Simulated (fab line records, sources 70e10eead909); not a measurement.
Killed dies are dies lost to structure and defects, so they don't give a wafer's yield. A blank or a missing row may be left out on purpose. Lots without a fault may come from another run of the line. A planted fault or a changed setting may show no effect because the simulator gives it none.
fab line records | flow nand_harc | part 1 of 2: steps 1 to 4 of 6
record lots=24 wafers=72 last_day=33
route steps=1302 shown A_STAIRCASE@784
lots that met no fault: from a run of the same line without faults
start_h: hours from the record's first day to the start of the lot's first wafer shown | wait_h: hours since the lot's step before | " the same as in the row above | L1.1+2: a row that stands for several wafers | - no value, or no start given | * or withheld: withheld | < > ~ a bound
route shown NAME@n: a module of which the file shows steps, and the number in the route of the first | usual: mean/standard deviation of fault-free wafers | same: alike in all rows | chamber/n: place in a boat | sites: the reading at each site | _std_site: their standard deviation | _edge_site: outer sites' mean less inner sites' | radius_mm: how far each site lies from the wafer's centre | mask NAME#n: copy n | behind: the tool/chamber that last shaped the wafer | hold: why the lot was held/for how many hours/how that ended | device: the transistor (n, p or np) that didn't switch | end of line: the same wafers' tests at the end of the route | a step without rows: its recipe alone | killed: dies lost to structure and defects at the first sort, not the wafer's yield | map: a wafer's dies, x killed, . not, _ none there
set.NAME: the setting as run; set.NAME@STEP: as run at that earlier step | model.NAME: the simulator's own value behind a step, which no gauge read
steps of the route over a sample of lots; a table a step, a row a wafer
services: from which hour (start_h, from the record's first day; less than 0 if before it) a tool's chamber was out of use, for how many hours, and why
## steps
# step NHARC_A_STAIRCASE_DESCUM_270
# recipe time_s=3 o2_flow_sccm=200 ar_flow_sccm=0 bias_power_w=0 chemistry=O2
# usual drypump_motor_current_A=5.5/0.48 oes_product_au=1.001/0.0066 rf_vpp_V=57.6/0.85 showerhead_plenum_p_Torr=1.88/0.079 throttle_valve_pct=11.310/0.0097
# columns lot.wafer tool chamber start_h wait_h drypump_motor_current_A oes_product_au rf_hours_counter_h rf_vpp_V showerhead_plenum_p_Torr throttle_valve_pct
L075.4 rie_diel-05 1 363.85 - 4.8 1.009 45 59.1 1.97 11.306
L075.3 " 3 " " 4.9 0.998 39 57.0 1.83 11.331
L075.5 " 1 " " 4.8 1.009 - 57.7 1.97 11.311
L074.3 rie_diel-04 2 386.63 - 5.1 1.007 5 56.9 1.81 11.303
L074.4 " 0 " " 5.6 1.009 5 58.6 1.84 11.305
L074.6 " 1 " " 5.9 0.997 - 56.9 1.88 11.303
L077.1 rie_diel-05 3 392.68 - 4.9 1.006 46 57.2 1.83 11.319
L077.4 " 1 " " 4.7 1.015 54 57.0 1.96 11.311
L077.6 " 2 " " 6.2 0.997 - 56.9 1.88 11.318
L076.2 rie_diel-02 0 394.78 - 5.1 1.005 56 57.0 1.85 11.292
L076.1 " 1 " " 5.7 1.005 62 59.0 1.77 11.314
L076.4 " 2 " " 5.7 1.002 - 57.3 1.94 11.306
L079.1 rie_diel-02 3 409.05 - 5.6 0.999 1 56.4 1.79 11.307
L079.2 " 0 " " 5.1 0.994 1 58.7 1.85 11.300
L079.6 " 3 " " 5.7 1.005 - 57.9 1.78 11.317
L078.1 rie_diel-02 1 410.87 - 5.7 1.002 2 58.0 2.08 11.325
L078.6 " 1 " " 5.7 0.998 - 58.8 2.07 11.322
L078.5 " 2 " " 5.7 0.997 - 58.5 1.93 11.292
L080.4 rie_diel-02 1 424.45 - 5.7 0.995 7 57.6 2.07 11.315
L080.1 " 2 " " 5.7 0.996 6 57.3 1.93 11.314
L080.5 " 1 " " 5.7 0.988 - 59.4 2.07 11.312
L082.2 rie_diel-04 2 449.85 - 5.1 1.001 26 57.6 1.81 11.316
L082.1 " 3 " " 6.1 0.998 26 58.1 1.93 11.312
L082.4 " 1 " " 5.9 0.990 30 57.6 1.87 11.306
L081.2 rie_diel-05 0 452.18 - 6.1 0.998 11 57.8 1.91 11.283
L081.3 " 2 " " 6.3 0.990 9 57.1 1.88 11.319
L081.6 " 0 " " 6.1 1.008 - 58.6 1.91 11.316
L083.3 rie_diel-05 1 469.49 - 4.8 0.996 18 57.2 1.96 11.318
L083.5 " 2 " " 6.3 0.984 - 56.9 1.87 11.308
L083.6 " 3 " " 4.8 0.995 - 57.0 1.83 11.309
L084.4 rie_diel-05 3 481.02 - 4.9 0.998 21 57.2 1.82 11.302
L084.5 " 0 " " 6.1 0.998 - 56.8 1.90 11.305
L084.6 " 1 " " 4.7 0.999 - 57.7 1.95 11.317
L085.3 rie_diel-05 0 490.43 - 6.1 1.000 26 57.1 1.90 11.296
L085.1 " 3 " " 4.9 0.999 23 56.4 1.82 11.306
L085.5 " 0 " " 6.1 1.006 - 59.0 1.90 11.302
L087.2 rie_diel-04 0 493.27 - 5.6 1.000 44 58.4 1.83 11.320
L087.1 " 3 " " 6.2 1.001 39 58.6 1.93 11.291
L087.5 " 1 " " 5.9 1.005 - 56.2 1.87 11.312
L086.3 rie_diel-02 1 494.18 - 5.7 0.995 - 57.3 2.07 11.317
L086.6 " 0 " " 5.1 1.003 - 57.1 1.84 11.294
L086.5 " 1 " " 5.7 1.004 - 58.6 2.07 11.302
L089.1 rie_diel-05 2 512.25 - 6.2 0.996 29 59.2 1.87 11.291
L089.3 " 0 " " 6.1 1.001 30 57.3 1.90 11.309
L089.6 " 1 " " 4.8 0.996 - 58.3 1.95 11.334
L088.3 rie_diel-02 2 514.37 - 5.7 1.002 39 59.3 1.92 11.315
L088.4 " 1 " " 5.7 1.005 40 59.1 2.06 11.303
L088.6 " 2 " " 5.7 1.001 - 57.9 1.92 11.319
L090.3 rie_diel-04 1 543.28 - 5.9 1.005 1 57.8 1.86 11.304
L090.4 " 2 " " 5.2 1.003 0 56.3 1.80 11.314
L090.5 " 0 " " 5.7 1.009 - 57.3 1.82 11.310
L091.3 rie_diel-02 1 543.97 - 5.7 0.999 49 58.0 2.06 11.311
L091.6 " 0 " " 5.1 1.001 - 57.0 1.83 11.322
L091.5 " 1 " " 5.7 1.001 - 57.1 2.06 11.319
L092.3 rie_diel-04 0 548.93 - 5.7 1.001 2 56.9 1.82 11.319
L092.1 " 2 " " 5.1 1.006 3 58.0 1.80 11.313
L092.6 " 1 " " 5.8 0.990 - 56.9 1.86 11.313
L093.1 rie_diel-02 0 566.54 - 5.1 1.006 63 57.8 1.83 11.316
L093.2 " 2 " " 5.7 1.010 56 58.1 1.92 11.311
L093.6 " 1 " " 5.7 1.005 - 59.3 2.06 11.301
L095.4 rie_diel-04 2 575.47 - 5.1 1.007 12 57.1 1.79 11.308
L095.3 " 3 " " 6.2 1.006 11 58.8 1.92 11.314
L095.2 " 0 " " 5.6 1.012 6 58.5 1.82 11.319
L094.2 rie_diel-05 2 579.87 - 6.3 0.998 53 58.1 1.86 11.307
L094.3 " 3 " " 4.9 1.000 52 56.6 1.81 11.314
L094.6 " 2 " " 6.2 0.994 - 58.3 1.86 11.296
L096.1 rie_diel-02 2 590.76 - 5.7 1.004 3 55.6 1.92 11.293
L096.3 " 0 " " 5.1 0.994 3 56.2 1.83 11.327
L096.2 " 1 " " 5.7 1.005 3 57.6 2.05 11.317
L097.1 rie_diel-04 1 601.66 - 5.9 1.000 23 58.9 1.85 11.317
L097.6 " 1 " " 5.8 0.994 - 56.2 1.85 11.299
L097.5 " 2 " " 5.1 0.996 - 57.8 1.79 11.301
# step NHARC_A_STAIRCASE_HM_DEP_459
# recipe target_thk_a=15000 temp_c=400 material=aC
# usual throttle_valve_pct=34.999/0.0089
# columns lot.wafer tool chamber start_h wait_h throttle_valve_pct
L075.3 acl_dep-03 0 369.00 2.2 34.985
L075.4 " 0 " " 34.988
L075.5 " 0 " " 34.993
L074.3 acl_dep-01 0 390.72 0.7 34.999
L074.4 " 0 " " 34.983
L074.6 " 0 " " 35.006
L077.1 acl_dep-02 0 396.81 1.2 34.999
L077.4 " 0 " " 34.993
L077.6 " 0 " " 34.992
L076.1 acl_dep-01 0 400.80 3.0 35.005
L076.2 " 0 " " 34.992
L076.4 " 0 " " 34.998
L079.1 acl_dep-01 0 413.46 1.4 35.004
L079.2 " 0 " " 34.999
L079.6 " 0 415.02 3.0 35.010
L078.1 acl_dep-01 0 415.33 1.2 35.007
L078.5 " 0 416.58 2.4 34.994
L078.6 " 0 " " 35.001
L080.1 acl_dep-01 0 430.26 2.8 35.016
L080.4 " 0 " " 35.001
L080.5 " 0 " " 34.989
L082.1 acl_dep-02 0 452.91 0.1 35.010
L082.2 " 0 " " 35.013
L082.4 " 0 " " 35.001
L081.2 acl_dep-03 0 455.55 0.4 34.999
L081.3 " 0 " " 35.003
L081.6 " 0 " " 34.997
L083.3 acl_dep-03 0 473.32 0.7 35.006
L083.5 " 0 " " 35.010
L083.6 " 0 " " 35.006
L084.4 acl_dep-01 0 490.34 6.4 35.001
L084.5 " 0 " " 34.996
L084.6 " 0 " " 35.000
L085.1 acl_dep-02 0 494.79 1.4 34.985
L085.3 " 0 " " 35.004
L085.5 " 0 " " 35.010
L087.1 acl_dep-02 0 498.48 2.3 34.992
L087.2 " 0 " " 34.998
L087.5 " 0 " " 34.990
L086.3 acl_dep-02 0 502.85 5.0 34.994
L086.5 " 0 " " 35.027
L086.6 " 0 " " 34.986
L089.1 acl_dep-03 0 515.57 0.1 34.989
L089.3 " 0 " " 35.013
L089.6 " 0 " " 34.993
L088.3 acl_dep-01 0 519.71 2.3 34.998
L088.4 " 0 " " 34.998
L088.6 " 0 " " 34.988
L090.3 acl_dep-02 0 546.89 0.7 35.018
L090.4 " 0 " " 35.000
L090.5 " 0 " " 35.008
L091.3 acl_dep-01 0 547.60 0.7 35.009
L091.5 " 0 " " 35.005
L091.6 " 0 " " 35.003
L092.1 acl_dep-02 0 552.95 1.1 34.993
L092.3 " 0 " " 35.014
L092.6 " 0 " " 35.012
L093.1 acl_dep-03 0 569.76 0.1 34.994
L093.2 " 0 " " 34.991
L093.6 " 0 571.30 1.6 35.002
L095.2 acl_dep-03 0 580.06 1.5 35.002
L095.3 " 0 " " 34.990
L095.4 " 0 " " 35.003
L094.2 acl_dep-01 0 586.81 3.5 34.995
L094.3 " 0 " " 35.014
L094.6 " 0 " " 34.999
L096.1 acl_dep-02 0 594.01 0.1 34.986
L096.2 " 0 " " 35.005
L096.3 " 0 " " 34.999
L097.1 acl_dep-03 0 605.42 0.6 34.988
L097.5 " 0 606.64 1.8 35.005
L097.6 " 0 " " 34.997
# step NHARC_A_STAIRCASE_ETCH_292
# recipe cf4_flow_sccm=100 chf3_flow_sccm=30 ar_flow_sccm=0 rf_w=500 bias_w=200 chemistry=CF4/CHF3
# usual bias_w=200.0/0.62 drypump_motor_current_A=5.6/0.41 oes_product_au=0.943/0.023 rf_fwd_power_W=496.6/1.6 rf_vpp_V=369.9/2.3 showerhead_plenum_p_Torr=1.55/0.067 throttle_valve_pct=16.803/0.0083
# columns lot.wafer tool chamber start_h wait_h bias_w drypump_motor_current_A oes_product_au rf_fwd_power_W rf_hours_counter_h rf_vpp_V showerhead_plenum_p_Torr throttle_valve_pct
L075.3 rie_diel-02 3 371.31 0.1 200.4 5.6 0.963 495.2 46 368.9 1.48 16.793
L075.4 " 0 " " 199.7 5.1 0.965 496.5 45 368.6 1.52 16.792
L075.5 " 3 " " 200.4 5.6 0.960 494.6 - 367.0 1.48 16.807
L074.4 rie_diel-02 1 392.92 0.1 198.9 5.7 0.937 495.7 61 366.7 1.46 16.789
L074.3 " 2 " " 201.0 5.6 0.928 495.9 52 371.1 1.59 16.797
L074.6 " 3 " " 199.4 5.6 0.926 494.1 - 367.5 1.47 16.816
L077.4 rie_diel-04 2 399.74 0.1 200.7 5.1 0.919 498.9 11 368.1 1.49 16.789
L077.1 " 0 " " 199.3 5.7 0.931 495.0 10 369.0 1.52 16.792
L077.6 " 3 " " 198.4 6.2 0.918 492.2 - 372.0 1.59 16.806
L076.4 rie_diel-04 0 403.74 0.1 199.1 5.6 0.926 496.7 11 368.7 1.52 16.809
L076.2 " 1 " " 200.1 5.8 0.921 499.7 12 369.5 1.54 16.816
L076.1 " 3 " " 200.4 6.2 0.913 495.8 12 370.9 1.59 16.802
L079.2 rie_diel-05 2 416.38 0.1 200.2 6.2 0.959 497.9 0 369.4 1.55 16.795
L079.1 " 0 " " 200.9 6.1 0.980 494.3 0 370.1 1.57 16.797
L079.6 " 2 " " 199.9 6.2 0.963 498.1 - 369.5 1.55 16.795
L078.1 rie_diel-04 3 418.41 0.1 199.8 6.2 0.902 494.6 18 371.3 1.59 16.809
L078.5 " 0 " " 199.9 5.7 0.918 495.6 - 368.7 1.51 16.798
L078.6 " 1 " " 200.0 5.9 0.929 498.8 - 370.0 1.54 16.805
L080.1 rie_diel-04 0 433.18 0.1 199.3 5.6 0.970 496.7 27 368.3 1.51 16.800
L080.4 " 3 " " 200.7 6.2 0.954 497.2 24 371.1 1.59 16.816
L080.5 " 0 " " 200.3 5.6 0.969 493.2 - 369.0 1.51 16.795
L082.2 rie_diel-04 3 455.73 0.1 199.9 6.2 0.909 495.6 29 371.7 1.59 16.816
L082.1 " 1 " " 199.4 5.8 0.918 496.7 32 369.2 1.54 16.802
L082.4 " 2 " " 200.8 5.1 0.915 497.0 28 367.8 1.49 16.805
L081.3 rie_diel-04 1 458.04 0.1 199.3 5.8 0.976 496.1 32 369.9 1.54 16.795
L081.2 " 3 " " 199.9 6.2 0.959 494.8 29 371.3 1.59 16.814
L081.6 " 1 " " 200.0 5.8 0.979 496.9 - 369.9 1.54 16.792
L083.3 rie_diel-02 2 475.65 0.1 200.8 5.7 0.917 495.6 27 371.4 1.58 16.793
L083.6 " 2 " " 200.9 5.7 0.924 497.9 - 371.2 1.58 16.800
L083.5 " 1 " " 200.7 5.7 0.927 495.5 - 373.4 1.69 16.812
L084.4 rie_diel-02 0 492.35 0.1 199.6 5.1 0.913 497.1 - 367.9 1.51 16.797
L084.6 " 1 " " 200.0 5.7 0.953 497.7 - 373.9 1.69 16.807
L084.5 " 0 " " 198.4 5.1 0.926 497.2 - 368.6 1.51 16.798
L085.1 rie_diel-05 3 497.71 0.1 200.3 4.9 0.926 498.6 25 368.8 1.50 16.807
L085.3 " 0 " " 200.9 6.1 0.932 498.8 27 370.8 1.56 16.806
L085.5 " 2 " " 200.1 6.2 0.922 495.8 - 368.8 1.54 16.793
L087.1 rie_diel-05 1 501.65 0.1 200.0 4.8 0.979 499.5 28 371.5 1.60 16.816
L087.2 " 2 " " 199.4 6.3 0.949 495.7 26 371.4 1.54 16.798
L087.5 " 3 " " 199.6 4.9 0.964 496.8 - 368.1 1.50 16.794
L086.3 rie_diel-05 1 505.04 0.1 199.9 4.8 0.928 497.5 29 370.6 1.60 16.811
L086.6 " 0 " " 199.3 6.1 0.922 496.9 - 368.4 1.56 16.799
L086.5 " 1 " " 199.9 4.7 0.922 496.8 - 372.8 1.60 16.796
L089.1 rie_diel-02 3 518.40 0.1 200.1 5.6 0.929 496.0 13 367.2 1.47 16.813
L089.3 " 1 " " 199.9 5.7 0.928 498.4 41 373.0 1.69 16.801
L089.6 " 2 " " 199.5 5.7 0.937 496.3 - 371.8 1.58 16.813
L088.4 rie_diel-02 1 521.91 0.1 198.9 5.7 0.930 497.6 42 373.7 1.69 16.808
L088.3 " 3 " " 199.5 5.6 0.929 494.7 14 365.5 1.47 16.802
L088.6 " 2 " " 199.9 5.7 0.931 497.1 - 371.6 1.58 16.793
L090.4 rie_diel-02 0 549.78 0.1 200.2 5.1 0.961 497.5 52 369.0 1.51 16.809
L090.3 " 3 " " 198.7 5.6 0.962 497.7 22 367.8 1.47 16.805
L090.5 " 1 " " 200.3 5.7 0.986 497.6 - 374.3 1.69 16.812
L091.3 rie_diel-02 1 550.08 0.2 199.1 5.7 0.930 497.8 52 374.7 1.69 16.793
L091.6 " 0 " " 199.9 5.1 0.928 496.7 - 368.1 1.51 16.808
L091.5 " 1 " " 200.2 5.7 0.931 497.4 - 374.5 1.69 16.795
L092.1 rie_diel-02 2 555.76 0.1 198.8 5.7 0.973 496.1 53 370.7 1.58 16.804
L092.3 " 3 " " 199.8 5.6 0.981 496.4 25 366.8 1.47 16.810
L092.6 " 1 " " 201.2 5.7 0.957 498.3 - 374.7 1.68 16.799
L093.1 rie_diel-04 3 572.75 0.1 201.0 6.1 0.926 493.8 10 370.8 1.58 16.793
L093.2 " 0 " " 200.6 5.6 0.965 498.1 5 367.8 1.50 16.803
L093.6 " 2 " " 199.9 5.1 0.924 496.8 - 367.3 1.48 16.796
L095.2 rie_diel-02 0 582.68 0.1 199.0 5.1 0.968 498.4 0 368.1 1.51 16.794
L095.3 " 1 " " 201.3 5.7 0.976 495.7 0 373.6 1.68 16.813
L095.4 " 2 " " 200.2 5.7 0.979 498.3 0 370.3 1.58 16.811
L094.3 rie_diel-02 0 589.54 0.1 199.8 5.1 0.971 494.2 2 369.0 1.50 16.795
L094.2 " 2 " " 199.2 5.7 0.948 494.9 2 372.2 1.58 16.794
L094.6 " 0 " " 200.3 5.1 0.972 495.1 - 368.9 1.51 16.809
L096.1 rie_diel-02 1 596.84 0.1 200.3 5.7 0.924 496.9 5 373.4 1.68 16.798
L096.2 " 2 " " 199.8 5.7 0.928 496.1 5 372.1 1.57 16.796
L096.3 " 0 " " 200.3 5.1 0.927 493.1 5 367.8 1.50 16.810
L097.1 rie_diel-02 0 608.48 0.1 201.6 5.1 0.927 496.6 9 366.8 1.50 16.807
L097.6 " 3 " " 199.8 5.6 0.925 494.8 - 366.3 1.46 16.803
L097.5 " 0 " " 201.0 5.1 0.926 494.2 - 366.8 1.50 16.813
# step NHARC_A_STAIRCASE_HM_DEP_462
# recipe target_thk_a=8000 temp_c=400 material=aC
# usual throttle_valve_pct=34.999/0.01
# columns lot.wafer tool chamber start_h wait_h throttle_valve_pct
L075.3 acl_dep-02 0 377.66 1.2 34.988
L075.4 " 0 " " 34.984
L075.5 " 0 " " 35.001
L074.3 acl_dep-01 0 396.31 1.2 35.015
L074.4 " 0 " " 34.986
L074.6 " 0 " " 34.996
L077.1 acl_dep-01 0 404.35 2.4 34.992
L077.4 " 0 " " 34.983
L077.6 " 0 " " 34.989
L076.1 acl_dep-02 0 410.44 4.6 34.998
L076.2 " 0 " " 35.004
L076.4 " 0 " " 35.017
L079.1 acl_dep-02 0 418.82 0.3 34.995
L079.2 " 0 " " 34.988
L079.6 " 0 420.37 1.9 34.992
L078.1 acl_dep-01 0 420.54 0.1 34.995
L078.5 " 0 421.77 1.3 34.999
L078.6 " 0 " " 35.000
L080.1 acl_dep-01 0 438.13 2.8 34.998
L080.4 " 0 " " 35.008
L080.5 " 0 " " 35.009
L082.1 acl_dep-02 0 457.89 0.1 34.998
L082.2 " 0 " " 34.995
L082.4 " 0 " " 35.001
L081.2 acl_dep-01 0 463.63 0.9 34.991
L081.3 " 0 " " 34.999
L081.6 " 0 " " 34.989
L083.3 acl_dep-02 0 481.50 3.4 34.994
L083.5 " 0 " " 35.004
L083.6 " 0 " " 34.996
L084.4 acl_dep-02 0 497.55 2.2 35.013
L084.5 " 0 " " 35.005
L084.6 " 0 " " 35.006
L085.1 acl_dep-01 0 502.70 2.9 35.010
L085.3 " 0 " " 35.017
L085.5 " 0 " " 35.004
L087.1 acl_dep-01 0 504.51 0.7 35.008
L087.2 " 0 " " 35.008
L087.5 " 0 " " 34.997
L086.3 acl_dep-02 0 507.80 0.7 34.991
L086.5 " 0 " " 34.985
L086.6 " 0 " " 35.005
L089.1 acl_dep-02 0 520.64 0.1 34.991
L089.3 " 0 " " 34.993
L089.6 " 0 " " 35.026
L088.3 acl_dep-01 0 526.18 2.2 35.000
L088.4 " 0 " " 34.973
L088.6 " 0 " " 34.990
L090.3 acl_dep-02 0 557.32 1.8 34.985
L090.4 " 0 " " 35.008
L090.5 " 0 " " 34.993
L091.3 acl_dep-02 0 559.16 3.4 35.003
L091.5 " 0 " " 34.993
L091.6 " 0 " " 34.996
L092.1 acl_dep-03 0 560.09 2.3 34.999
L092.3 " 0 " " 35.000
L092.6 " 0 " " 35.008
L093.1 acl_dep-02 0 574.90 0.1 34.987
L093.2 " 0 " " 35.002
L093.6 " 0 576.43 1.6 35.002
L095.2 acl_dep-01 0 588.66 3.9 35.011
L095.3 " 0 " " 34.999
L095.4 " 0 " " 35.012
L094.2 acl_dep-01 0 592.08 0.4 34.991
L094.3 " 0 " " 35.008
L094.6 " 0 " " 35.002
L096.1 acl_dep-02 0 600.59 1.7 34.999
L096.2 " 0 " " 35.020
L096.3 " 0 " " 34.997
L097.1 acl_dep-01 0 616.29 5.7 35.008
L097.5 " 0 617.54 7.0 34.998
L097.6 " 0 " " 35.012
